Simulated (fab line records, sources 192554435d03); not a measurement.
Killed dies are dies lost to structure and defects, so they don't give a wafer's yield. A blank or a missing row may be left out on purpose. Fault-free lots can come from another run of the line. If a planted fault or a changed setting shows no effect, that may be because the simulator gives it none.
Comparing a struck lot with a sound one || flow n5-finfet || 36 steps out of a route of 1938
Sound: the wafers L786.2, L786.3, L786.5. Struck: wafers L777.2, L777.5 (left out: L777.4, a lot-mate that was not struck); the cause follows at the end.
Order at every step that has rows: each side's tool, ch and its chambers, its first start. Under that, the readings that differ: sound wafers || struck wafers || difference of the means || sigmas: that difference in standard deviations of wafers without a fault.
alike: readings with means less than 2 such deviations apart, plus words and numbers identical on both sides. not compared: withheld readings, readings lacking a value on some wafer, bounds such as >300 that could conceal the same value, and numbers that have no deviation in the record and whose values overlap.
A row with sigmas, a row that says differs or no value, or rows on one side alone: a step with any of these is where the two part. When numbers do not overlap yet have no deviation, they are printed without sigmas and do not part them. A reading that every wafer of one side lacks parts them only if that side has two wafers or more.

first, 8 steps without rows for these wafers: N5_BEOL_M8_SPUTTER_48 (material Cu, target thk 10 nm, time 1.667 s); N5_BEOL_M8_ECD_50 (material Cu, target thk 300 nm); N5_BEOL_M8_ANNEAL_51 (time 90 s); N5_BEOL_M8_CMP_52 (polishes, stops on SiCOH lowk, t overpolish 6.9 s, target thk 80 nm); N5_BEOL_M8_PRE_CLEAN_55 (time 15 s); N5_BEOL_M8_DEP_56 (deposits SiCN from 3MS/NH3, target thk 10 nm, time 17.5 s); N5_BEOL_M9_ILD_DEP_00 (deposits SiCOH lowk from DEMS/porogen, target thk 308.51 nm, time 58 s); N5_BEOL_M9_CURE_71 (cures SiCOH lowk, time 240 s).
N5_BEOL_M9_PECVD_70: deposits SiO2 from TEOS/O2, target thk 20 nm, time 22.7 s.
  sound on pecvd-03 ch 1,2, day 14 14:37; struck on pecvd-04 ch 2, day 11 15:17
{"reading": "throttle-valve-pct (%)", "sound": "24.6 20.9 24.6", "struck": "21.1 21.2", "difference": -2.2, "sigmas": -2}
{"reading": "model.SiO2_of_BEOL_M9_PECVD_70.thk-nm (nm)", "sound": "19.2 20 19.4", "struck": "35.2 35.6", "difference": "+15.9", "sigmas": ""}
  alike: heater-power-w, showerhead-plenum-p-Torr
then, 25 steps without rows for these wafers: N5_BEOL_M9_HM_DEP_02 (deposits TiN, target thk 20 nm); N5_BEOL_M9_COAT_59 (time 60 s, resist thk 100 nm); N5_BEOL_M9_COAT_60 (time 60 s, resist thk 30 nm); N5_BEOL_M9_COAT_05 (resist thk 90 nm); N5_BEOL_M9_EBR_07; N5_BEOL_M9_SOFTBAKE_06 (time 60 s); N5_BEOL_M9_EXPOSE_08 (exposes mask M9); N5_BEOL_M9_PEB_09 (peb time 60 s); N5_BEOL_M9_DEVELOP_10 (develop time 30 s); N5_BEOL_M9_DESCUM_16 (chemistry O2, time 7.9 s); N5_BEOL_M9_ETCH_61 (etches SiARC in CF4, target depth 39 nm, time 65 s); N5_BEOL_M9_ETCH_62 (etches SOC in N2/H2, target depth 110 nm, overetch 22 nm, time 165 s); N5_BEOL_M9_STRIP_68 (strips in N2/H2); N5_BEOL_M9_STRIP_67 (strips in CF4); N5_BEOL_M9_HM_OPEN_17 (chemistry Cl2/BCl3, target TiN, target depth 20 nm, overetch 6 nm); N5_BEOL_M9_STRIP_19 (strips in O2); N5_BEOL_M9_COAT_63 (time 60 s, resist thk 60 nm); N5_BEOL_M9_COAT_64 (time 60 s, resist thk 12 nm); N5_BEOL_M9_COAT_75 (time 60 s, resist thk 5 nm); N5_BEOL_M9_COAT_22 (resist thk 30 nm); N5_BEOL_M9_EBR_24; N5_BEOL_M9_SOFTBAKE_23 (time 60 s); N5_BEOL_M9_EXPOSE_25 (exposes mask V8); N5_BEOL_M9_PEB_26 (peb time 60 s); N5_BEOL_M9_DEVELOP_27 (develop time 30 s).
N5_BEOL_M9_HM_STRIP_39: strips TiN in peroxide tin strip, target depth 25 nm, time 158 s.
  sound on wet-bench-05 ch 0,2,3, day 14 18:09; struck on wet-bench-05 ch 0,5, day 11 18:53
{"reading": "model.SiO2_of_BEOL_M9_PECVD_70.thk-nm (nm)", "sound": "19 19.8 19.2", "struck": "35.2 35.6", "difference": "+16.1", "sigmas": ""}
N5_BEOL_M9_CMP_52: polishes, stops on SiCOH lowk, t overpolish 7 s, target thk 140 nm.
  sound on cmp-04 ch 0,3, day 14 21:02; struck on cmp-01 ch 0,3, day 11 20:43
{"reading": "barrier-field-endpoint-s (s)", "sound": "27.2 28.7 27.8", "struck": "46.8 46.8", "difference": "+18.9", "sigmas": "+31"}
{"reading": "motor-current-A (A)", "sound": "6.9 5.8 5.6", "struck": "6.9 8.4", "difference": "+1.6", "sigmas": "+2"}
{"reading": "overpolish-run-s (s)", "sound": "7.013 7.013 6.981", "struck": "0.042 0.036", "difference": -6.963, "sigmas": "-99 or more"}

WHERE THEY PART
Last at N5_BEOL_M9_CMP_52 as far as this record goes, first at N5_BEOL_M9_PECVD_70.

WHY: what had been put in by the simulator
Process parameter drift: pecvd-04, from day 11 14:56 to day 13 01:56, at N5_BEOL_M9_PECVD_70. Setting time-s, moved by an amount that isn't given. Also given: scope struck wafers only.
